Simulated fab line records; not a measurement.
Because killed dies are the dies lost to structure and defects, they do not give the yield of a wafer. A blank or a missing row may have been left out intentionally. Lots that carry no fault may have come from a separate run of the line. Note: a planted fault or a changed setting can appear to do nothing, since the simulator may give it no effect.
Problem report, 8D (eight disciplines) form, completed by code | flow n5 finfet | the parts of the form that need people (team, actions taken, sign-off) are left out

1. WHAT WENT WRONG
Wafers without a fault read 557 nm, standard deviation 8.6; trench depth nm at N5_BEOL_M14_OCD_MEAS_35 reads a mean of 417 nm on 2 wafers belonging to 2 lots. Relative to the usual mean, that is a shift of -16 standard deviations.
First observed at day 13 15:40: wafer L593.4, on ocd-01. At this step, 19 wafers from 7 lots have a number in the record. By rule, "out" or "out of limits" means more than 4 standard deviations away from the usual mean. The other wafers with a number count as sound.

2. WHAT IT IS, WHAT IT ISN'T
question                    | is                | is not
which readings at this step | trench depth nm   | -
which lots                  | L593, L598        | L587, L588, L603, L606, L607
which wafers of those lots  | L593.4, L598.4    | L593.5, L598.5
read on which gauges        | ocd-01            | ocd-02
when                        | from day 13 15:40 | up to then (7 sound wafers); but 10 sound wafers of L598, L603, L606, L607 came after

3. WHAT RULES OUT EACH SUSPECT
Counting: if a tool at a process step up to the reading ran every lot that is out, it stays a suspect. Sound lots after the first of them don't rule it out here, since some wafers of a struck lot are sound.
- the gauge at N5_BEOL_M14_OCD_MEAS_35: ruled out. All the wafers that are out were read on ocd-01, but those of them that N5_BEOL_M14_THK_MEAS_50 has rows for are out there too, on other tools.
- rie diel-04 at N5_BEOL_M14_DESCUM_33 (chemistry O2, time 7.9 s): kept. Every lot that is out went through it, the first being L593 (day 13 15:03); the last sound lot it ran before that was L588 (day 12 09:26).
- rie diel-04 at N5_BEOL_M14_TRENCH_ETCH_34 (etches SiO2 in C4F8/O2/Ar, target depth 556.65 nm, time 126.9 s): kept. Every lot that is out went through it, the first being L593 (day 13 15:30); the last sound lot it ran before that was L588 (day 12 09:53).
- Within rie diel-04 at N5_BEOL_M14_DESCUM_33: the wafers that are out ran in chambers 0, 2; their sound lot-mates ran in chambers 1, 3.
- Within rie diel-04 at N5_BEOL_M14_TRENCH_ETCH_34: the wafers that are out ran in chambers 0, 2; their sound lot-mates ran in chambers 1, 3.
After counting, rie diel-04 at N5_BEOL_M14_DESCUM_33 and rie diel-04 at N5_BEOL_M14_TRENCH_ETCH_34 remain.

4. THE CAUSE (what the simulator had put in)
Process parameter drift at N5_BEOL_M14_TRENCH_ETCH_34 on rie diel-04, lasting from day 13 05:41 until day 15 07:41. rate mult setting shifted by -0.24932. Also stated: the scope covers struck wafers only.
Of the 2 suspects that counting leaves, this tool is one.

5. SEQUENCE OF EFFECTS, ordered by route
Each row: a reading where the mean over the struck wafers with a number is more than 3 standard deviations away from the usual. Only readings for which the record gives a usual standard deviation are gone through. hours: the time from each lot's start at the first step in this table that gives one to its start at this step, as a median over the lots. sigmas: the change in usual standard deviations.
hours | step                    | reading           | usual         | on struck wafers | change  | sigmas
0     | N5_BEOL_M14_OCD_MEAS_35 | trench depth nm   | 557 nm        | 417              | -140    | -16
4     | N5_BEOL_M14_THK_MEAS_50 | M14_THK           | 552 nm        | 418              | -134    | -12
4     | N5_BEOL_M14_RS_MEAS_54  | M14_RS            | 0.0331 ohm/sq | 0.0444           | +0.0113 | +21
10    | N5_BEOL_M15_RC_MEAS_101 | SERP_M14          | 0.161 ohm/um  | 0.216            | +0.055  | +17
10    | N5_BEOL_M15_RC_MEAS_101 | SERP_M14_max_site | 0.162 ohm/um  | 0.219            | +0.057  | +17

6. WHAT WOULD HAVE CAUGHT IT SOONER
Counted from the fault's start at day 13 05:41, it took 10 hours until the first out-of-limits reading at a measuring or inspecting step in this record, taken at day 13 15:40.
No tool reading at N5_BEOL_M14_TRENCH_ETCH_34 that has a usual standard deviation in the record was out on any struck wafer, so an alarm limit of 4 standard deviations on those readings would not have fired.
Lots out: 2; of these, L598 started N5_BEOL_M14_TRENCH_ETCH_34 on rie diel-04 after day 13 15:40. It would have been spared by a hold on the tool at that moment.
